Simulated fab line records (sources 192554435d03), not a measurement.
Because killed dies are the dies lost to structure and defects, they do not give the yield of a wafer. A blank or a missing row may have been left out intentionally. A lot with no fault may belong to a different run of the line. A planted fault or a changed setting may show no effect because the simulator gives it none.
fab line records | flow n5_finfet | part 2 of 2: steps 17 to 21 of 21
record: lots: 5 | wafers: 15 | last_day: 17
route steps=1938 shown BEOL_M0_SAQP@649
lots with no fault: from the same line, run without faults
start_h: the number of hours between the record's first day and the start of the first shown wafer of the lot | wait_h: hours elapsed since this lot's preceding step | " identical to the entry in the row above | L1.1+2: one row covering several wafers at once | - no value present, or no start provided | * or withheld: withheld | < > ~ a bound
route shown NAME@n: names a module that has steps shown in the file, with the first one's number in the route | usual: the fault-free wafers' mean and standard deviation | same: alike in all rows | chamber/n: place in a boat | sites: readings site by site | _std_site: the values' standard deviation | _edge_site: outer sites' mean less inner sites' | radius_mm: for every site, how far away it sits from the centre of the wafer | mask NAME#n: copy n | behind: the last tool/chamber to shape the wafer | hold: cause of the lot's hold/its duration in hours/its outcome | device: transistor that didn't switch, given as n, p or np | end of line: the same wafers' tests at the end of the route | step lacking rows: just its recipe | killed: count of dies lost to structure and defects at first sort (not the wafer's yield) | map: a wafer's dies, x killed, . not, _ none there
set.NAME: the setting the step ran with; set.NAME@STEP: the setting that earlier step ran with | model.NAME: the simulator's own value behind a step, which no gauge read
certain route steps with their lots: each step a table, each wafer a row
services: when a tool's chamber went out of use (start_h, in hours from the record's first day, below 0 if earlier), for how many hours, and the reason
== steps ==
step: N5_BEOL_M0_SAQP_MANDREL1_REMOVE_100
recipe: chemistry: HBr/Cl2/O2 | bt_time_s: 10 | target: a-Si | stop_on: SiNx | endpoint: OES-SiCl | over_etch_frac: 0.85 | icp_w: 600 | bias_w: 30 | HBr_flow_sccm: 150 | Cl2_flow_sccm: 80 | O2_flow_sccm: 5 | pressure_mtorr: 10
usual: O2_flow_sccm: 5.000/0.014 | chamber_pressure_mTorr: 10.001/0.011 | drypump_motor_current_A: 5.6/0.31 | oes_product_au: 1.005/0.019 | throttle_valve_pct: 36.64/0.28
lot.wafer | tool      | chamber | start_h | wait_h | O2_flow_sccm | chamber_pressure_mTorr | drypump_motor_current_A | oes_product_au | rf_hours_counter_h | throttle_valve_pct
L075.1    | rie_si-06 | 0       | 112.13  | 0.1    | 5.024        | 10.000                 | 5.6                     | 0.987          | 3                  | 36.32
L075.2    | "         | 3       | "       | "      | 5.006        | 10.009                 | 5.9                     | 1.005          | 163                | 36.74
L075.5    | "         | 1       | "       | "      | 5.000        | 10.003                 | 5.0                     | 0.976          | -                  | 36.76
L077.4    | rie_si-06 | 1       | 126.41  | 0.1    | 4.985        | 9.993                  | 5.1                     | 0.971          | 1                  | 36.76
L077.5    | "         | 1       | "       | "      | 4.980        | 9.991                  | 5.1                     | 0.982          | -                  | 36.77
L077.6    | "         | 2       | "       | "      | 5.032        | 9.984                  | 5.3                     | 1.036          | -                  | 36.81
L078.2    | rie_si-06 | 2       | 134.72  | 0.1    | 4.992        | 9.994                  | 5.3                     | 1.036          | 105                | 36.82
L078.3    | "         | 3       | "       | "      | 5.029        | 10.001                 | 5.9                     | 1.006          | 163                | 36.74
L078.4    | "         | 0       | "       | "      | 5.011        | 10.075                 | 5.6                     | 0.979          | 3                  | 36.33
L085.2    | rie_si-02 | 0       | 185.78  | 0.1    | 5.000        | 9.991                  | 5.7                     | 1.005          | 142                | 36.68
L085.5    | "         | 3       | "       | "      | 5.007        | 10.014                 | 5.5                     | 0.974          | -                  | 36.58
L085.6    | "         | 0       | "       | "      | 4.977        | 9.987                  | 5.7                     | 0.994          | -                  | 36.68
L092.1    | rie_si-02 | 3       | 222.14  | 0.1    | 4.993        | 10.011                 | 5.5                     | 0.984          | 180                | 36.57
L092.2    | "         | 0       | "       | "      | 5.014        | 10.002                 | 5.8                     | 1.022          | 143                | 36.69
L092.3    | "         | 2       | "       | "      | 5.010        | 10.008                 | 5.4                     | 1.011          | 180                | 36.58
step: N5_BEOL_M0_SAQP_CD_MEAS_25
recipe: target_cd_nm: 13.1 | landing_energy_ev: 1000 | detector: se_inlens
usual: cd_nm: 12.81/0.23
same: landing_energy_ev: 1000
lot.wafer | tool      | chamber | start_h | wait_h | cd_nm
L075.1    | cd_sem-02 | 0       | 112.24  | 0.1    | 12.75
L075.2    | "         | 0       | "       | "      | 12.68
L075.5    | "         | 0       | "       | "      | 12.69
L077.4    | cd_sem-02 | 0       | 126.52  | 0.1    | 12.91
L077.5    | "         | 0       | "       | "      | 12.55
L077.6    | "         | 0       | "       | "      | 12.96
L078.2    | cd_sem-01 | 0       | 134.83  | 0.1    | 12.65
L078.3    | "         | 0       | "       | "      | 12.70
L078.4    | "         | 0       | "       | "      | 12.75
L085.2    | cd_sem-03 | 0       | 185.89  | 0.1    | 12.80
L085.5    | "         | 0       | "       | "      | 12.96
L085.6    | "         | 0       | "       | "      | 13.02
L092.1    | cd_sem-01 | 0       | 222.25  | 0.1    | 12.81
L092.2    | "         | 0       | "       | "      | 12.71
L092.3    | "         | 0       | "       | "      | 12.52
step: N5_BEOL_M0_SAQP_ETCH_101
recipe: chemistry: CH3F/O2 | target: SiNx | mask_material: SiO2 | target_depth_a: 299 | time_s: 42.7 | pressure_mtorr: 30 | source_w: 395 | bias_w: 73 | Ar_flow_sccm: 150 | CH3F_flow_sccm: 30 | O2_flow_sccm: 20 | ion_energy_ev: 120
usual: O2_flow_sccm: 20.00/0.057 | chamber_pressure_mTorr: 30.001/0.029 | drypump_motor_current_A: 5.6/0.44 | oes_f_703_au: 0.78/0.086 | oes_product_au: 0.77/0.093 | rf_vpp_V: 296/6.4 | showerhead_plenum_p_Torr: 1.99/0.064 | throttle_valve_pct: 16.27/0.23
lot.wafer | tool        | chamber | start_h | wait_h | O2_flow_sccm | chamber_pressure_mTorr | drypump_motor_current_A | oes_f_703_au | oes_product_au | rf_hours_counter_h | rf_vpp_V | showerhead_plenum_p_Torr | throttle_valve_pct
L075.1    | rie_diel-03 | 0       | 112.28  | 0.0    | 20.03        | 30.025                 | 6.1                     | 0.71         | 0.69           | 216                | 292      | 1.97                     | 16.15
L075.2    | "           | 2       | "       | "      | 20.04        | 29.991                 | 5.0                     | 0.69         | 0.69           | 239                | 309      | 2.04                     | 16.36
L075.5    | "           | 1       | "       | "      | 19.92        | 29.987                 | 6.3                     | 0.72         | 0.71           | -                  | 301      | 2.06                     | 16.72
L077.4    | rie_diel-01 | 1       | 126.56  | 0.0    | 20.10        | 29.978                 | 5.8                     | 0.90         | 0.87           | 58                 | 290      | 1.96                     | 16.07
L077.5    | "           | 3       | "       | "      | 20.03        | 30.022                 | 5.6                     | 0.76         | 0.78           | -                  | 302      | 2.10                     | 16.21
L077.6    | "           | 2       | "       | "      | 19.96        | 29.969                 | 5.2                     | 0.80         | 0.79           | -                  | 300      | 1.93                     | 16.24
L078.2    | rie_diel-03 | 0       | 134.87  | 0.0    | 19.97        | 29.992                 | 6.0                     | 0.71         | 0.69           | 224                | 293      | 1.96                     | 16.17
L078.3    | "           | 3       | "       | "      | 20.04        | 29.978                 | 5.7                     | 0.71         | 0.69           | 222                | 287      | 1.99                     | 16.54
L078.4    | "           | 1       | "       | "      | 19.98        | 30.037                 | 6.3                     | 0.71         | 0.71           | 226                | 303      | 2.06                     | 16.74
L085.2    | rie_diel-01 | 0       | 186.06  | 0.2    | 20.04        | 30.016                 | 5.0                     | 0.97         | 0.94           | 6                  | 294      | 1.98                     | 16.02
L085.5    | "           | 0       | "       | "      | 19.99        | 30.015                 | 5.0                     | 0.97         | 0.94           | -                  | 294      | 1.98                     | 16.02
L085.6    | "           | 1       | "       | "      | 19.96        | 30.042                 | 5.8                     | 0.87         | 0.85           | -                  | 289      | 1.95                     | 16.12
L092.1    | rie_diel-01 | 3       | 222.30  | 0.0    | 19.97        | 29.997                 | 5.6                     | 0.73         | 0.75           | 164                | 303      | 2.09                     | 16.26
L092.2    | "           | 0       | "       | "      | 19.94        | 29.971                 | 4.9                     | 0.93         | 0.90           | 19                 | 293      | 1.98                     | 16.04
L092.3    | "           | 2       | "       | "      | 19.93        | 29.987                 | 5.2                     | 0.78         | 0.77           | 145                | 301      | 1.92                     | 16.28
step: N5_BEOL_M0_SAQP_ETCH_102
recipe: chemistry: CF4 | target: SiO2 | target_depth_a: 40 | ion_energy_ev: 350 | time_s: 4.4 | pressure_mtorr: 10 | icp_w: 800 | bias_w: 400 | cf4_flow_sccm: 80
usual: chamber_pressure_mTorr: 10.000/0.0096 | drypump_motor_current_A: 5.7/0.41 | oes_product_au: 1.000/0.02 | throttle_valve_pct: 21.7/0.31
lot.wafer | tool      | chamber | start_h | wait_h | chamber_pressure_mTorr | drypump_motor_current_A | oes_product_au | rf_hours_counter_h | throttle_valve_pct
L075.1    | rie_si-05 | 3       | 112.38  | 0.1    | 10.002                 | 6.5                     | 1.012          | 29                 | 22.2
L075.2    | "         | 2       | "       | "      | 10.000                 | 5.4                     | 0.996          | 51                 | 21.4
L075.5    | "         | 0       | "       | "      | 9.993                  | 6.0                     | 0.985          | -                  | 22.1
L077.4    | rie_si-02 | 2       | 126.66  | 0.1    | 9.997                  | 5.4                     | 1.016          | 178                | 21.6
L077.5    | "         | 3       | "       | "      | 9.995                  | 5.5                     | 0.995          | -                  | 21.7
L077.6    | "         | 2       | "       | "      | 10.016                 | 5.4                     | 1.018          | -                  | 21.6
L078.2    | rie_si-05 | 2       | 134.97  | 0.1    | 9.999                  | 5.3                     | 0.986          | 51                 | 21.4
L078.3    | "         | 3       | "       | "      | 9.988                  | 6.5                     | 1.013          | 29                 | 22.2
L078.4    | "         | 1       | "       | "      | 9.987                  | 5.4                     | 0.988          | 0                  | 21.8
L085.2    | rie_si-06 | 0       | 186.16  | 0.1    | 10.010                 | 5.6                     | 0.991          | 4                  | 21.3
L085.5    | "         | 0       | "       | "      | 10.000                 | 5.6                     | 0.985          | -                  | 21.3
L085.6    | "         | 3       | "       | "      | 9.998                  | 5.9                     | 1.008          | -                  | 21.9
L092.1    | rie_si-06 | 2       | 222.40  | 0.1    | 9.992                  | 5.3                     | 1.035          | 106                | 21.7
L092.2    | "         | 3       | "       | "      | 10.000                 | 5.9                     | 1.012          | 165                | 21.9
L092.3    | "         | 1       | "       | "      | 9.998                  | 5.1                     | 0.971          | 3                  | 21.5
step: N5_BEOL_M0_SAQP_MANDREL_ETCH_103
recipe: chemistry: HBr/Cl2 | target: a-Si | target_depth_a: 450 | bt_time_s: 10 | stop_on: SiCN | mask_material: SiO2 | over_etch_frac: 0.8 | time_s: 27 | pressure_mtorr: 10 | icp_w: 800 | bias_w: 75 | HBr_flow_sccm: 150 | Cl2_flow_sccm: 80 | ends: end_point
usual: chamber_pressure_mTorr: 10.000/0.0084 | drypump_motor_current_A: 5.7/0.42 | oes_product_au: 0.686/0.013 | throttle_valve_pct: 35.5/0.33
lot.wafer | tool      | chamber | start_h | wait_h | chamber_pressure_mTorr | drypump_motor_current_A | oes_product_au | rf_hours_counter_h | throttle_valve_pct
L075.1    | rie_si-05 | 3       | 112.41  | 0.0    | 10.000                 | 6.5                     | 0.704          | 29                 | 36.2
L075.2    | "         | 2       | "       | "      | 10.008                 | 5.4                     | 0.696          | 51                 | 35.3
L075.5    | "         | 0       | "       | "      | 9.999                  | 6.0                     | 0.677          | -                  | 35.4
L077.4    | rie_si-02 | 2       | 126.69  | 0.0    | 10.011                 | 5.4                     | 0.691          | 178                | 35.3
L077.5    | "         | 3       | "       | "      | 10.010                 | 5.5                     | 0.662          | -                  | 35.3
L077.6    | "         | 2       | "       | "      | 10.011                 | 5.4                     | 0.687          | -                  | 35.3
L078.2    | rie_si-05 | 2       | 135.01  | 0.0    | 10.008                 | 5.3                     | 0.689          | 51                 | 35.3
L078.3    | "         | 3       | "       | "      | 10.001                 | 6.5                     | 0.695          | 29                 | 36.2
L078.4    | "         | 1       | "       | "      | 9.992                  | 5.4                     | 0.685          | 0                  | 35.6
L085.2    | rie_si-06 | 0       | 186.20  | 0.0    | 9.995                  | 5.6                     | 0.663          | 4                  | 35.1
L085.5    | "         | 0       | "       | "      | 9.988                  | 5.6                     | 0.671          | -                  | 35.1
L085.6    | "         | 3       | "       | "      | 9.992                  | 5.9                     | 0.687          | -                  | 35.5
L092.1    | rie_si-06 | 2       | 222.44  | 0.0    | 10.007                 | 5.4                     | 0.698          | 106                | 35.6
L092.2    | "         | 3       | "       | "      | 9.993                  | 5.9                     | 0.677          | 165                | 35.5
L092.3    | "         | 1       | "       | "      | 10.000                 | 5.1                     | 0.666          | 3                  | 35.5
== services ==
tool          | chamber | start_h | hours | kind
ald_sin-02    | -       | 87.48   | 14.0  | pm
rie_diel-04   | 0       | 90.90   | 7.5   | repair
rie_si-02     | 3       | 92.27   | 2.7   | repair
ald_sin-02    | -       | 101.48  | 2.8   | pm
ald_sin-04    | 1       | 126.36  | 4.3   | repair
vapor_etch-01 | 1       | 128.25  | 3.4   | repair
rie_diel-04   | 1       | 136.39  | 8.7   | repair
rie_diel-03   | 2       | 142.38  | -     | clean
rie_diel-03   | 2       | 142.38  | -     | consumable_replace:focus_ring
rie_diel-03   | 2       | 142.38  | 20.4  | scheduled_down
rie_diel-03   | 2       | 142.38  | 20.4  | vent_cycle
rie_si-05     | 3       | 179.11  | 1.7   | repair
rie_diel-01   | 1       | 186.61  | 6.5   | repair
ald_sin-03    | 3       | 187.19  | 13.1  | repair
vapor_etch-02 | -       | 189.89  | 14.6  | pm
rie_diel-04   | 3       | 198.65  | 1.7   | repair
vapor_etch-01 | -       | 200.94  | 0.6   | repair
ald_sin-04    | -       | 206.12  | 6.1   | pm
rie_si-05     | 1       | 213.17  | 7.1   | repair
rie_diel-03   | 1       | 213.86  | -     | clean
rie_diel-03   | 1       | 213.86  | -     | consumable_replace:focus_ring
rie_diel-03   | 1       | 213.86  | 20.2  | scheduled_down
vapor_etch-02 | -       | 216.99  | 22.9  | repair
rie_diel-01   | 1       | 218.33  | 2.2   | repair
